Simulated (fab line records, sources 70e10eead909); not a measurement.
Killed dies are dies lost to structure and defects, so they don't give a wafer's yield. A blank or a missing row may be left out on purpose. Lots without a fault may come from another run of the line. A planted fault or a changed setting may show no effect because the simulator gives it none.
Which tool did it? | flow nand_harc | 11 lots, 33 wafers sampled, at 5 steps of a route of 1159

WHAT THE GAUGES READ, wafer by wafer
NHARC_P_GATE_INSPECT_68.
lot  | measured     | on                | raw_defect_count
L526 | day 5 12:39  | defect_inspect-02 | 237 217 197
L528 | day 6 01:07  | defect_inspect-02 | 159 159 154
L529 | day 6 07:43  | defect_inspect-02 | 152 259 195
L530 | day 6 09:03  | defect_inspect-02 | 183 229 250
L532 | day 6 18:04  | defect_inspect-02 | 270 208 274
L533 | day 7 02:53  | defect_inspect-02 | 238 186 247
L540 | day 8 17:32  | defect_inspect-02 | 206 177 168
L541 | day 9 13:20  | defect_inspect-01 | 199 270 287
L543 | day 9 19:09  | defect_inspect-02 | 257 254 315
L545 | day 10 06:18 | defect_inspect-02 | 184 1520 186
L549 | day 11 09:29 | defect_inspect-01 | 274 250 326

WHICH TOOL RAN EACH LOT (tool, then ch and the chambers of the sampled wafers, then the start)
lot  | NHARC_P_GATE_STRIP_108            | NHARC_P_GATE_STRIP_113               | NHARC_P_GATE_RTA_64              | NHARC_P_GATE_RTA_80
L526 | rie_diel-07 ch 1,3, day 4 16:34   | plasma_asher-02 ch 0, day 5 09:56    | rtp_anneal-01 ch 0, day 5 11:16  | rtp_anneal-01 ch 0, day 5 12:01
L528 | rie_diel-07 ch 0,1,3, day 5 05:08 | plasma_asher-01 ch 0,1, day 5 22:35  | rtp_anneal-02 ch 0, day 5 23:53  | rtp_anneal-01 ch 0, day 6 00:29
L529 | rie_diel-03 ch 1,2,3, day 5 10:33 | plasma_asher-02 ch 0, day 6 05:04    | rtp_anneal-02 ch 0, day 6 06:16  | rtp_anneal-02 ch 0, day 6 06:52
L530 | rie_diel-03 ch 0,1, day 5 15:32   | plasma_asher-02 ch 0,1, day 6 06:29  | rtp_anneal-01 ch 0, day 6 07:49  | rtp_anneal-02 ch 0, day 6 08:25
L532 | rie_diel-03 ch 0,1,3, day 6 00:13 | plasma_asher-01 ch 0,1, day 6 15:29  | rtp_anneal-01 ch 0, day 6 16:48  | rtp_anneal-01 ch 0, day 6 17:26
L533 | rie_diel-07 ch 0,2,3, day 6 09:02 | plasma_asher-02 ch 0,1, day 7 00:19  | rtp_anneal-01 ch 0, day 7 01:39  | rtp_anneal-02 ch 0, day 7 02:16
L540 | rie_diel-07 ch 0,1,3, day 7 23:44 | plasma_asher-02 ch 0,1, day 8 15:06  | rtp_anneal-01 ch 0, day 8 16:17  | rtp_anneal-02 ch 0, day 8 16:54
L541 | rie_diel-07 ch 1,2,3, day 8 19:22 | plasma_asher-02 ch 0,1, day 9 10:41  | rtp_anneal-01 ch 0, day 9 11:57  | rtp_anneal-02 ch 0, day 9 12:34
L543 | rie_diel-07 ch 1,3, day 9 00:23   | plasma_asher-02 ch 0,1, day 9 16:37  | rtp_anneal-01 ch 0, day 9 17:55  | rtp_anneal-01 ch 0, day 9 18:31
L545 | rie_diel-07 ch 1,2,3, day 9 12:04 | plasma_asher-02 ch 0,1, day 10 03:53 | rtp_anneal-02 ch 0, day 10 05:04 | rtp_anneal-01 ch 0, day 10 05:41
L549 | rie_diel-03 ch 2,3, day 10 15:44  | plasma_asher-02 ch 0,1, day 11 06:56 | rtp_anneal-02 ch 0, day 11 08:14 | rtp_anneal-02 ch 0, day 11 08:51
- NHARC_P_GATE_STRIP_108: strips in O2.
- NHARC_P_GATE_STRIP_113: strips in N2/H2, time 740 s.
- NHARC_P_GATE_RTA_64: time 1 s.
- NHARC_P_GATE_RTA_80: time 30 s.

THE ANSWER, worked out from the rows above alone
Rule: what is usual is taken from the lots themselves. Put in order of their means at a reading, lots are off if they are a third of the lots or fewer, leave a main group of 4 or more, and stand apart from it by a gap of 3 or more times the standard deviation of the main group's means; of several such gaps the widest counts. A main group whose means are all the same, to the digits that the tables above print for the reading, isn't used. A lot without any number at a reading at which 4 lots or more have one is off too. The other lots that the step has rows for count as sound.
Off: L545, at NHARC_P_GATE_INSPECT_68 (raw_defect_count). The main group: mean 227, standard deviation 38.
A tool fits if, at a process step before that reading, it ran every lot that is off, and no sound lot after the first of them. The gauges at NHARC_P_GATE_INSPECT_68 are tried like those tools. Can't be told from this: 3 tools fit, rie_diel-07 at NHARC_P_GATE_STRIP_108, rtp_anneal-01 at NHARC_P_GATE_RTA_80, defect_inspect-02 at NHARC_P_GATE_INSPECT_68.

WHAT THE SIMULATOR HAD PUT IN
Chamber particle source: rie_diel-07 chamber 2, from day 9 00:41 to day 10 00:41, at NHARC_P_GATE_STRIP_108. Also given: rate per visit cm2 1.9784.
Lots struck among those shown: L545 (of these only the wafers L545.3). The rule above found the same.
